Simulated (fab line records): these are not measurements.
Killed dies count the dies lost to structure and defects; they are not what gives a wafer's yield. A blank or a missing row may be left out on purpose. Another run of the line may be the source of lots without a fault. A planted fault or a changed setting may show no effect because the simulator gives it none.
Matching of chambers + flow n5_finfet + 4 sister chambers for N5_BEOL_M10_VIA_ETCH_34 on rie_diel-04
The step etches SiCOH lowk in C4F6/O2, target depth 184.5 nm, time 69.2 s. 8 wafers are shown with their chamber, then 7 later ones without.

EACH WAFER AND ITS CHAMBER
| wafer  | chamber | throttle_valve_pct (%) | drypump_motor_current_A (A) |
|--------|---------|------------------------|-----------------------------|
| L080.2 | 0       | 20.9                   | 5.4                         |
| L080.3 | 2       | 20.5                   | 5.8                         |
| L089.5 | 1       | 20.5                   | 6.0                         |
| L089.6 | 2       | 20.5                   | 5.9                         |
| L091.3 | 1       | 20.5                   | 6.0                         |
| L091.5 | 3       | 21.0                   | 6.1                         |
| L093.2 | 3       | 21.0                   | 6.1                         |
| L093.3 | 0       | 21.0                   | 5.4                         |

WAFERS WHOSE CHAMBER IS MISSING
| wafer  | throttle_valve_pct (%) | drypump_motor_current_A (A) |
|--------|------------------------|-----------------------------|
| L093.4 | 20.5                   | 5.8                         |
| L081.1 | 20.6                   | 5.8                         |
| L081.4 | 20.6                   | 5.8                         |
| L081.5 | 20.6                   | 5.4                         |
| L097.2 | 20.5                   | 5.8                         |
| L097.3 | 20.6                   | 5.4                         |
| L097.5 | 20.6                   | 5.8                         |

CHAMBER TAKEN BY EACH
| wafer  | from the rows above | in truth |
|--------|---------------------|----------|
| L093.4 | 2                   | 2        |
| L081.1 | 2                   | 2        |
| L081.4 | 2                   | 2        |
| L081.5 | 0                   | 0        |
| L097.2 | 2                   | 2        |
| L097.3 | 0                   | 0        |
| L097.5 | 2                   | 2        |
Correctly placed: 7 of 7. From these rows, 0 cannot be placed. 0 placed wrongly.
How it was worked out, from the rows above alone: a wafer's distance from a chamber is the root of the sum, over the readings, of the square of ((its reading less the chamber's mean) divided by the reading's scatter). The wafer belongs to the nearest chamber; if the next one is less than 2 further off, it can't be placed. Each chamber's mean is taken over the wafers shown for it. The scatter: take each reading less its chamber's mean, square it, sum over the shown wafers, divide by the number of wafers less the number of chambers, and take the root.
